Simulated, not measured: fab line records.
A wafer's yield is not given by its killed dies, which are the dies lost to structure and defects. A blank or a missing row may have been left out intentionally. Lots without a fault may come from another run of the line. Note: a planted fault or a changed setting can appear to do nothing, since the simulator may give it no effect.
fab line records	flow n5Finfet
record lots=5	wafers=15	lastDay=18
route steps=1938 shown BEOL_M3@1004 BEOL_M4@1111 PASSIVATION@1936
lots that met no fault: from a run of the same line without faults
startH: hours from the record's opening day to when the first of the lot's shown wafers began	waitH: how many hours have passed since the lot's step before this one	" repeats the value in the row above	L1.1+2: a row that stands for several wafers	- either no value or no given start	* or withheld: withheld	< > ~ a bound
route shown NAME@n: names a module that has steps shown in the file, with the first one's number in the route	usual: the fault-free wafers' mean and standard deviation	same: alike in all rows	chamber/n: place in a boat	sites: each site's reading	_std_site: their standard deviation	_edge_site: inner sites' mean taken away from outer sites' mean	radiusMm: for every site, how far away it sits from the centre of the wafer	mask NAME#n: copy n	behind: the last tool/chamber to shape the wafer	hold: reason for holding the lot/hours on hold/outcome of the hold	device: the n, p or np transistor that did not switch	end of line: the route-end tests of the same wafers	a step without rows: its recipe alone	killed: dies that structure and defects cost at the first sort, which is not the same as the wafer's yield	map: shows each die of a wafer: x if killed, . if not, _ if none is there
set.NAME: setting as actually run; set.NAME@STEP: the setting as run at that earlier step	model.NAME: the simulator's own value behind a step, which no gauge read
certain route steps with their lots: each step a table, each wafer a row
services: when a tool's chamber went out of use (startH, in hours from the record's first day, below 0 if earlier), for how many hours, and the reason
## steps
# step N5_BEOL_M3_SPUTTER_90
# recipe material=Cu	targetThkA=45	tempC=-20	chamberPressurePa=0.07	powerW=withheld	timeS=8.29
# step N5_BEOL_M3_ANNEAL_91
# recipe tempC=400	timeS=240	ambient=vacuum
# usual heaterPowerW=919/90
lot.wafer	tool	chamber	startH	waitH	heaterPowerW
L813.2	pvdSputter-01	-	190.75	0.0	892
L813.5	"	-	"	"	847
L813.6	"	-	"	"	1050
L816.2	pvdSputter-03	-	207.27	0.0	921
L816.3	"	-	"	"	1006
L816.6	"	-	"	"	832
L820.3	pvdSputter-02	-	227.17	0.0	748
L820.4	"	-	"	"	936
L820.5	"	-	"	"	729
L827.3	pvdSputter-03	-	272.90	0.0	928
L827.4	"	-	"	"	968
L827.5	"	-	"	"	967
L830.3	pvdSputter-02	-	302.02	0.0	778
L830.5	"	-	"	"	1000
L830.6	"	-	"	"	926
# step N5_BEOL_M3_SPUTTER_92
# recipe material=Cu	targetThkA=45	tempC=-20	chamberPressurePa=0.07	powerW=withheld	timeS=8.29
# usual chamberPressurePa=0.07/0.00015	substrateTempC=-20.00/0.12	throttleValvePct=29.9/0.85
lot.wafer	tool	chamber	startH	waitH	chamberPressurePa	substrateTempC	throttleValvePct
L813.2	pvdSputter-01	-	190.89	0.1	0.07005	-20.08	28.5
L813.5	"	-	"	"	0.07001	-20.11	28.7
L813.6	"	-	"	"	0.07003	-20.29	30.2
L816.2	pvdSputter-03	-	207.41	0.1	0.06998	-19.92	32.0
L816.3	"	-	"	"	0.07007	-19.78	30.1
L816.6	"	-	"	"	0.07005	-19.88	29.1
L820.3	pvdSputter-02	-	227.31	0.1	0.07016	-20.03	30.1
L820.4	"	-	"	"	0.0699	-20.20	30.3
L820.5	"	-	"	"	0.07018	-20.05	30.1
L827.3	pvdSputter-03	-	273.06	0.1	0.06991	-20.09	31.6
L827.4	"	-	"	"	0.0703	-19.93	30.3
L827.5	"	-	"	"	0.07023	-19.82	30.2
L830.3	pvdSputter-02	-	302.16	0.1	0.06992	-20.29	29.8
L830.5	"	-	"	"	0.06963	-20.14	29.6
L830.6	"	-	"	"	0.06997	-19.90	30.1
# step N5_BEOL_M3_ANNEAL_93
# recipe tempC=400	timeS=240	ambient=vacuum
# usual heaterPowerW=920/88
lot.wafer	tool	chamber	startH	waitH	heaterPowerW
L813.2	pvdSputter-01	-	190.97	0.0	892
L813.5	"	-	"	"	842
L813.6	"	-	"	"	1023
L816.2	pvdSputter-03	-	207.49	0.0	938
L816.3	"	-	"	"	1023
L816.6	"	-	"	"	820
L820.3	pvdSputter-02	-	227.39	0.0	763
L820.4	"	-	"	"	929
L820.5	"	-	"	"	766
L827.3	pvdSputter-03	-	273.15	0.0	874
L827.4	"	-	"	"	1004
L827.5	"	-	"	"	993
L830.3	pvdSputter-02	-	302.24	0.0	771
L830.5	"	-	"	"	1018
L830.6	"	-	"	"	946
# step N5_BEOL_M3_SPUTTER_94
# recipe material=Cu	targetThkA=45	tempC=-20	chamberPressurePa=0.07	powerW=withheld	timeS=8.29
# step N5_BEOL_M3_ANNEAL_95
# recipe tempC=400	timeS=240	ambient=vacuum
# step N5_BEOL_M3_SPUTTER_96
# recipe material=Cu	targetThkA=45	tempC=-20	chamberPressurePa=0.07	powerW=withheld	timeS=8.29
# usual chamberPressurePa=0.07/0.00015	substrateTempC=-20.00/0.11	throttleValvePct=29.9/0.83
lot.wafer	tool	chamber	startH	waitH	chamberPressurePa	substrateTempC	throttleValvePct
L813.2	pvdSputter-01	-	191.33	0.1	0.07026	-19.95	28.5
L813.5	"	-	"	"	0.0699	-19.97	28.8
L813.6	"	-	"	"	0.07006	-19.86	29.8
L816.2	pvdSputter-03	-	207.85	0.1	0.07009	-20.11	31.5
L816.3	"	-	"	"	0.07003	-19.90	30.0
L816.6	"	-	"	"	0.06993	-19.93	29.0
L820.3	pvdSputter-02	-	227.75	0.1	0.07013	-20.10	30.0
L820.4	"	-	"	"	0.07007	-19.91	30.3
L820.5	"	-	"	"	0.06997	-19.82	30.2
L827.3	pvdSputter-03	-	273.56	0.1	0.07027	-20.01	31.8
L827.4	"	-	"	"	0.07005	-19.91	29.7
L827.5	"	-	"	"	0.06968	-19.82	30.1
L830.3	pvdSputter-02	-	302.60	0.1	0.06988	-19.97	29.8
L830.5	"	-	"	"	0.06995	-19.88	29.4
L830.6	"	-	"	"	0.07008	-20.24	30.1
# step N5_BEOL_M3_ECD_50
# recipe material=Cu	targetThkA=3000
# step N5_BEOL_M3_ANNEAL_51
# recipe tempC=225	timeS=90	ambient=N2
# usual annealTempC=225.03/0.19	wafer_temp_C_max=226.29/0.29
lot.wafer	tool	chamber	startH	waitH	annealTempC	wafer_temp_C_max
L813.2	rtpAnneal-01	0	191.57	0.1	224.70	226.19
L813.5	"	0	"	"	224.90	226.56
L813.6	"	0	"	"	224.72	226.03
L816.2	rtpAnneal-01	0	208.09	0.1	225.12	226.61
L816.3	"	0	"	"	225.00	226.84
L816.6	"	0	"	"	225.31	226.48
L820.3	rtpAnneal-01	0	228.04	0.1	225.12	225.79
L820.4	"	0	"	"	225.13	225.85
L820.5	"	0	"	"	224.83	226.27
L827.3	rtpAnneal-01	0	276.56	2.8	225.15	226.12
L827.4	"	0	"	"	225.06	226.29
L827.5	"	0	"	"	224.91	226.61
L830.3	rtpAnneal-01	0	302.88	0.1	225.18	226.47
L830.5	"	0	"	"	225.32	226.38
L830.6	"	0	"	"	225.25	227.07
# step N5_BEOL_M3_CMP_52
# recipe stopOn=SiOC	tOverpolishS=6.8	downForcePsi=1	platenRpm=50	clearingPlatenDownForcePsi=1.5	clearingPlatenRpm=50	postCmpClean=cuAlkaline	targetThkNm=40	clearingPlatenPadVelocityMS=0.99484	padVelocityMS=0.99484
# step N5_BEOL_M3_THK_MEAS_53
# recipe thkMeasGauge=xrf	reads=Cu_of_BEOL_M3_ECD_50
# usual M3_THK=40.0/2
lot.wafer	tool	chamber	startH	waitH	M3_THK[nm]
L813.2	filmMetro-01	-	192.12	-	35.9
L813.5	"	-	"	"	43.5
L813.6	"	-	"	"	40.0
L816.2	filmMetro-01	-	208.64	-	35.9
L816.3	"	-	"	"	38.3
L816.6	"	-	"	"	40.9
L820.3	filmMetro-02	-	228.54	-	41.8
L820.4	"	-	"	"	44.0
L820.5	"	-	"	"	44.5
L827.3	filmMetro-01	-	277.06	-	37.6
L827.4	"	-	"	"	39.8
L827.5	"	-	"	"	42.0
L830.3	filmMetro-02	-	303.38	-	40.6
L830.5	"	-	"	"	41.6
L830.6	"	-	"	"	40.4
# step N5_BEOL_M3_PRE_CLEAN_60
# recipe gas=NH3/H2	timeS=15	tempC=*	rfPowerW=300
# step N5_BEOL_M3_CO_CAP_55
# recipe material=Co	targetThkA=20	tempC=200	precursor=CCTBA/H2	pressureTorr=30	timeS=102.1
# usual heaterPowerW=230/31	runLengthS=124.9/0.36
lot.wafer	tool	chamber	startH	waitH	heaterPowerW	runLengthS	model.Co_of_BEOL_M3_CO_CAP_55.thkNm
L813.2	cvdCo-02	2	192.19	0.0	184	125.0	2.2
L813.5	"	2	"	"	185	125.0	2.2
L813.6	"	1	"	"	204	125.3	2.2
L816.2	cvdCo-01	1	208.72	0.0	218	101.6	1.4
L816.3	"	2	"	"	276	124.9	2
L816.6	"	1	"	"	218	101.7	1.6
L820.3	cvdCo-02	2	228.62	0.0	190	125.0	1.8
L820.4	"	1	"	"	199	125.4	2
L820.5	"	2	"	"	182	125.3	1.8
L827.3	cvdCo-02	2	277.25	0.0	187	125.6	1.8
L827.4	"	1	"	"	205	124.8	2
L827.5	"	0	"	"	255	124.6	2
L830.3	cvdCo-01	0	303.46	0.0	244	125.5	2
L830.5	"	0	"	"	246	124.9	2
L830.6	"	2	"	"	278	125.2	1.8
# step N5_BEOL_M3_PRE_CLEAN_56
# recipe gas=NH3	timeS=15	tempC=withheld	rfPowerW=300
# step N5_BEOL_M4_RC_MEAS_101
# usual DIBL_N=37.0/2.3	DIBL_P=37.3/2.8	IOFF_N=0.17/0.046	IOFF_P=0.23/0.054	ION_N=675/14	ION_P=460/9.3	SS_N=71.7/0.73	SS_P=73.6/0.95	VT_N=249/3.9	VT_P=-250/3.9
lot.wafer	tool	chamber	startH	waitH	DIBL_N[mV/V]	DIBL_P[mV/V]	IOFF_N[nA/um]	IOFF_P[nA/um]	ION_N[uA/um]	ION_P[uA/um]	SS_N[mV/dec]	SS_P[mV/dec]	VT_N[mV]	VT_P[mV]
L813.2	prober-01	0	201.37	0.2	33.2	34.3	0.12	0.19	649	454	71.3	72.5	254	-252
L813.5	"	0	"	"	36.4	38.4	0.19	0.26	687	477	72.0	73.3	247	-246
L813.6	"	0	"	"	37.0	39.1	0.20	0.27	690	470	71.7	73.7	245	-247
L816.2	prober-01	0	222.07	0.2	38.3	39.4	0.18	0.25	682	467	71.4	74.4	250	-247
L816.3	"	0	"	"	34.8	35.4	0.12	0.18	660	459	71.0	72.6	251	-253
L816.6	"	0	"	"	34.6	34.6	0.11	0.17	643	453	70.5	72.4	258	-253
L820.3	prober-02	0	248.51	0.3	36.3	37.7	0.16	0.24	667	464	71.0	73.4	248	-247
L820.4	"	0	"	"	34.2	34.5	0.13	0.20	659	461	70.2	73.1	251	-249
L820.5	"	0	"	"	38.9	40.7	0.24	0.32	700	478	71.8	74.5	243	-243
L827.3	prober-02	0	289.24	0.3	38.5	37.5	0.19	0.24	700	472	70.6	74.1	249	-247
L827.4	"	0	"	"	39.1	37.4	0.20	0.24	684	461	71.6	74.4	249	-248
L827.5	"	0	"	"	41.1	39.3	0.25	0.29	691	463	72.0	75.2	244	-247
L830.3	prober-02	0	320.02	0.3	34.7	34.0	0.13	0.18	655	449	71.6	73.3	252	-252
L830.5	"	0	"	"	42.4	44.0	0.32	0.37	699	473	74.0	75.3	242	-244
L830.6	"	0	"	"	37.3	38.3	0.20	0.25	673	458	72.0	74.7	248	-248
# step N5_PASSIVATION_PROBE_49
# usual defectLimitedYield=91.5/1.3	killed_at_M0_to_M3=36/10	killed_at_M4_up=13/4.7	killedAtContacts=13/6.7	killedAtFrontEnd=37/9.7	killedAtOther=2.6/2.3	killedDies=101/15	killedOpen=67/12	killedShort=32/6.7	sort_bin_4_leakage=0.0/0.31	sort_bin_5_function=5.0/0.89	sort_bin_6_memory=3.2/0.63	sort_bin_8_speed=0.01/0.03	sortNPass=1079/16	sortYieldPct=91.4/1.4
# same grossDies=1180	killedAtBackSide=0
lot.wafer	tool	chamber	startH	waitH	defectLimitedYield[%]	killed_at_M0_to_M3	killed_at_M4_up	killedAtContacts	killedAtFrontEnd	killedAtOther	killedDies	killedOpen	killedShort	sort_bin_4_leakage[%]	sort_bin_5_function[%]	sort_bin_6_memory[%]	sort_bin_8_speed[%]	sortNPass	sortYieldPct[%]
L813.2	prober-02	-	313.54	0.1	94.3	20	6	5	34	2	67	37	28	0	3.3	1.9	0.08	1113	94.3
L813.5	prober-02	-	313.69	0.2	91.1	44	9	15	35	2	105	73	31	0	5.7	3.1	0	1075	91.1
L813.6	prober-02	-	313.74	0.3	91.4	29	9	9	49	6	102	64	33	0	5.5	2.9	0	1078	91.4
L816.2	prober-01	-	343.95	0.1	91.3	37	14	21	30	1	103	65	38	0	4.7	3.5	0	1077	91.3
L816.3	prober-01	-	344.00	0.1	92.8	38	9	18	19	1	85	58	27	0	5.6	1.4	0	1095	92.8
L816.6	prober-01	-	344.15	0.3	93.3	41	13	8	16	1	79	55	24	0	4.3	2.3	0	1101	93.3
L820.3	prober-01	-	364.15	0.1	90.8	45	11	7	42	3	108	71	35	0	5.8	3.2	0	1072	90.8
L820.4	prober-01	-	364.20	0.2	90.8	53	8	13	32	3	109	69	38	0	5.9	3.1	0	1071	90.8
L820.5	prober-01	-	364.25	0.2	91.4	30	12	8	48	4	102	62	38	0	4.7	3.8	0	1078	91.4
L827.3	prober-02	-	387.10	0.1	92.3	40	12	21	17	1	91	68	21	0	4.7	2.5	0	1089	92.3
L827.4	prober-02	-	387.15	0.2	93.3	24	9	7	38	1	79	51	25	0	4.1	2.5	0	1101	93.3
L827.5	prober-02	-	387.20	0.2	93.2	31	12	12	25	0	80	51	25	0	4.0	2.8	0	1100	93.2
L830.3	prober-02	-	439.20	0.1	91.4	32	17	22	30	1	102	67	30	0	5.3	3.1	0	1078	91.4
L830.5	prober-02	-	439.30	0.2	91.5	34	11	16	35	4	100	56	43	0.8	5.2	3.0	0	1070	90.7
L830.6	prober-02	-	439.35	0.3	91.8	27	10	18	39	3	97	71	26	0	4.8	3.1	0	1083	91.8
# killed by level:class
L813.2 DUMMY_GATE:geometricParticle:open=7 MOL_CONTACT_COAG:geometricParticle:open=5 BEOL_M0_SAQP:geometricParticle:short=5 DUMMY_GATE:geometricParticle:short=4 ILD0:geometricParticle:short=4 BEOL_M3:geometricParticle:open=4 STARTING-WAFER:geometricParticle:open=4 FIN_SAQP:geometricParticle:open=3
L813.5 MOL_CONTACT_COAG:geometricParticle:open=14 BEOL_M0_SAQP:geometricParticle:short=14 BEOL_M0_SAQP:geometricParticle:open=11 STI_FIN_REVEAL:geometricParticle:open=7 BEOL_M3:geometricParticle:open=7 BEOL_M1:geometricParticle:open=6 DUMMY_GATE:geometricParticle:open=5 FIN_SAQP:geometricParticle:open=4
L813.6 DUMMY_GATE:geometricParticle:open=16 BEOL_M0_SAQP:geometricParticle:open=10 MOL_CONTACT_COAG:geometricParticle:open=9 BEOL_M0_SAQP:geometricParticle:short=7 BEOL_M3:geometricParticle:open=6 FIN_SAQP:geometricParticle:short=5 GATE_CUT:geometricParticle:short=5 PAD_METAL:geometricParticle:short=4
L816.2 MOL_CONTACT_COAG:geometricParticle:open=16 BEOL_M0_SAQP:geometricParticle:short=12 FIN_SAQP:geometricParticle:open=9 BEOL_M0_SAQP:geometricParticle:open=9 FIN_SAQP:geometricParticle:short=8 MOL_CONTACT_COAG:geometricParticle:short=5 BEOL_M3:geometricParticle:open=5 GATE_CUT:geometricParticle:short=4
L816.3 MOL_CONTACT_COAG:geometricParticle:open=16 BEOL_M2:geometricParticle:open=9 STI_FIN_REVEAL:geometricParticle:open=6 BEOL_M0_SAQP:geometricParticle:short=6 BEOL_M0_SAQP:geometricParticle:open=6 BEOL_M3:geometricParticle:open=5 STARTING-WAFER:geometricParticle:short=5 GATE_CUT:geometricParticle:short=4
L816.6 BEOL_M3:geometricParticle:open=10 BEOL_M0_SAQP:geometricParticle:open=9 BEOL_M0_SAQP:geometricParticle:short=7 BEOL_M2:geometricParticle:open=6 MOL_CONTACT_COAG:geometricParticle:open=5 GATE_CUT:geometricParticle:open=4 STARTING-WAFER:geometricParticle:open=4 MOL_CONTACT_COAG:geometricParticle:short=3
L820.3 BEOL_M0_SAQP:geometricParticle:open=13 BEOL_M0_SAQP:geometricParticle:short=12 FIN_SAQP:geometricParticle:open=11 DUMMY_GATE:geometricParticle:open=8 MOL_CONTACT_COAG:geometricParticle:open=7 BEOL_M1:geometricParticle:open=7 FIN_SAQP:geometricParticle:short=6 GATE_CUT:geometricParticle:open=5
L820.4 BEOL_M0_SAQP:geometricParticle:open=20 BEOL_M0_SAQP:geometricParticle:short=13 MOL_CONTACT_COAG:geometricParticle:open=11 BEOL_M1:geometricParticle:open=7 BEOL_M2:geometricParticle:open=6 FIN_SAQP:geometricParticle:short=5 STI_FIN_REVEAL:geometricParticle:open=5 FIN_SAQP:geometricParticle:open=4
L820.5 FIN_SAQP:geometricParticle:open=10 BEOL_M0_SAQP:geometricParticle:short=9 BEOL_M4:geometricParticle:open=8 DUMMY_GATE:geometricParticle:open=7 STI_FIN_REVEAL:geometricParticle:open=6 BEOL_M0_SAQP:geometricParticle:open=6 BEOL_M1:geometricParticle:open=5 STARTING-WAFER:geometricParticle:open=5
L827.3 MOL_CONTACT_COAG:geometricParticle:open=17 BEOL_M3:geometricParticle:open=15 BEOL_M1:geometricParticle:open=9 BEOL_M3:geometricParticle:short=7 BEOL_M7:geometricParticle:open=5 MOL_CONTACT_COAG:geometricParticle:short=4 STI_FIN_REVEAL:geometricParticle:open=3 GATE_CUT:geometricParticle:open=3
L827.4 STI_FIN_REVEAL:geometricParticle:open=9 FIN_SAQP:geometricParticle:open=6 MOL_CONTACT_COAG:geometricParticle:open=6 BEOL_M1:geometricParticle:open=6 GATE_CUT:geometricParticle:short=5 BEOL_M2:geometricParticle:open=5 STARTING-WAFER:geometricParticle:short=4 FIN_SAQP:geometricParticle:short=3
L827.5 STI_FIN_REVEAL:geometricParticle:open=10 MOL_CONTACT_COAG:geometricParticle:open=9 BEOL_M3:geometricParticle:open=8 BEOL_M1:geometricParticle:short=6 BEOL_M1:geometricParticle:open=6 STI_FIN_REVEAL:geometricParticle:short=5 FIN_CUT:areaEtch=4 MOL_CONTACT_COAG:geometricParticle:short=3
L830.3 MOL_CONTACT_COAG:geometricParticle:open=16 BEOL_M2:geometricParticle:open=9 STI_FIN_REVEAL:geometricParticle:open=7 GATE_CUT:geometricParticle:short=6 MOL_CONTACT_COAG:geometricParticle:short=6 BEOL_M1:geometricParticle:open=6 BEOL_M3:geometricParticle:open=6 BEOL_M4:geometricParticle:open=6
L830.5 MOL_CONTACT_COAG:geometricParticle:open=12 FIN_SAQP:geometricParticle:open=10 BEOL_M0_SAQP:geometricParticle:open=7 FIN_SAQP:geometricParticle:short=6 BEOL_M2:geometricParticle:open=6 BEOL_M0_SAQP:geometricParticle:short=6 BEOL_M1:geometricParticle:open=5 BEOL_M4:geometricParticle:open=5
L830.6 MOL_CONTACT_COAG:geometricParticle:open=17 STI_FIN_REVEAL:geometricParticle:open=8 BEOL_M1:geometricParticle:open=7 FIN_SAQP:geometricParticle:short=6 FIN_SAQP:geometricParticle:open=6 BEOL_M0_SAQP:geometricParticle:short=5 BEOL_M0_SAQP:geometricParticle:open=5 GATE_CUT:geometricParticle:open=4
## services
tool	chamber	startH	hours	kind
pvdSputter-01	-	176.49	2.6	repair
cvdCo-02	-	198.82	0.5	repair
cvdCo-02	-	212.88	6.9	pm
cvdCo-01	1	222.85	2.7	repair
pvdSputter-01	-	234.69	2.1	repair
cvdCo-01	-	242.52	2.8	pm
pvdSputter-01	-	256.70	7.0	repair
cvdCo-01	0	284.24	12.7	repair
## key
firstSign step=N5_BEOL_M3_CO_CAP_55	reading=runLengthS	direction=down	sigmas=65	usual=*	struck=*
effect none on later readings
modelEffect step=N5_BEOL_M3_CO_CAP_55	value=Co_of_BEOL_M3_CO_CAP_55.thkNm	without=2	struck=1.5
metAt N5_BEOL_M3_CO_CAP_55
struckWafers L816.2,L816.6
fault kind=processParameterDrift	tool=cvdCo-01	chamber=1	onsetH=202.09	steps=N5_BEOL_M3_CO_CAP_55	channel=timeS	offset=*	shape=step	endH=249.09	actsIn=*	stated=*
